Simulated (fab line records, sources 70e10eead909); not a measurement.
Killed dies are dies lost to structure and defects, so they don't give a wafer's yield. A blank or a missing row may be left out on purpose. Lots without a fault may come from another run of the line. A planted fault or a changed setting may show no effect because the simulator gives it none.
Problem report in the 8D (eight disciplines) form, filled by code | flow nand_harc | the parts of the form that need people (team, actions taken, sign-off) are left out

1. THE PROBLEM
killed_dies at NHARC_END_SORT_01 reads a mean of 102 on 6 wafers of 2 lots; wafers without a fault read 31 with a standard deviation of 10. That is +7.1 standard deviations from the usual mean.
First seen on wafer L827.1, day 23 19:26, on prober-02. The record holds 6 wafers of 2 lots with a number at this step. Rule for "out", or "out of limits": more than 4 standard deviations from the usual mean. The other wafers with a number count as sound.

2. WHAT IT IS AND WHAT IT IS NOT
question                    | is                           | is not
which readings at this step | killed_dies, killed_at_array | killed_at_other, killed_open
which lots                  | L827, L829                   | -
which wafers of those lots  | all that have a number       | -
read on which gauges        | prober-01, prober-02         | -
when                        | from day 23 19:26            | up to then (0 sound wafers)

3. SUSPECTS, AND WHAT RULES EACH OUT
Counting: a tool at a process step up to the reading stays a suspect if it ran every lot that is out and no sound lot after the first of them.
- the gauge at NHARC_END_SORT_01: ruled out. The wafers that are out were read on 2 gauges (prober-01, prober-02).
- har_cap_etch-01 at NHARC_A_CONTACT_ETCH_116 (etches the open film in C4F8/O2/Ar, time 94 s, target depth 922 nm): kept. It ran every lot that is out, first L827 (day 20 03:11), and no sound lot after that.
Left after counting: har_cap_etch-01 at NHARC_A_CONTACT_ETCH_116.

4. THE CAUSE (what the simulator had put in)
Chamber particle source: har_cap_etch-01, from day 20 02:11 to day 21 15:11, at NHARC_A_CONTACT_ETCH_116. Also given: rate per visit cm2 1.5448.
Counting left only this tool.

5. THE CHAIN OF EFFECTS, in route order
Each row: a reading whose mean over the struck wafers that have a number lies more than 3 standard deviations from the usual. Only readings for which the record gives a usual standard deviation are gone through. hours: the time from each lot's start at the first step in this table that gives one to its start at this step, as a median over the lots. sigmas: the change in usual standard deviations.
hours | step              | reading         | usual | on struck wafers | change | sigmas
0     | NHARC_END_SORT_01 | killed_at_array | 28    | 99               | +71    | +7.1
0     | NHARC_END_SORT_01 | killed_dies     | 31    | 102              | +71    | +7.1

6. WHAT WOULD HAVE CAUGHT IT SOONER
In this record the first reading out of limits at a measuring or inspecting step was taken at day 23 19:26, 89 hours after the fault began at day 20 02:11.
All the lots that are out (2) had begun NHARC_A_CONTACT_ETCH_116 on har_cap_etch-01 by day 23 19:26. A hold on the tool at that time would have spared none of them.
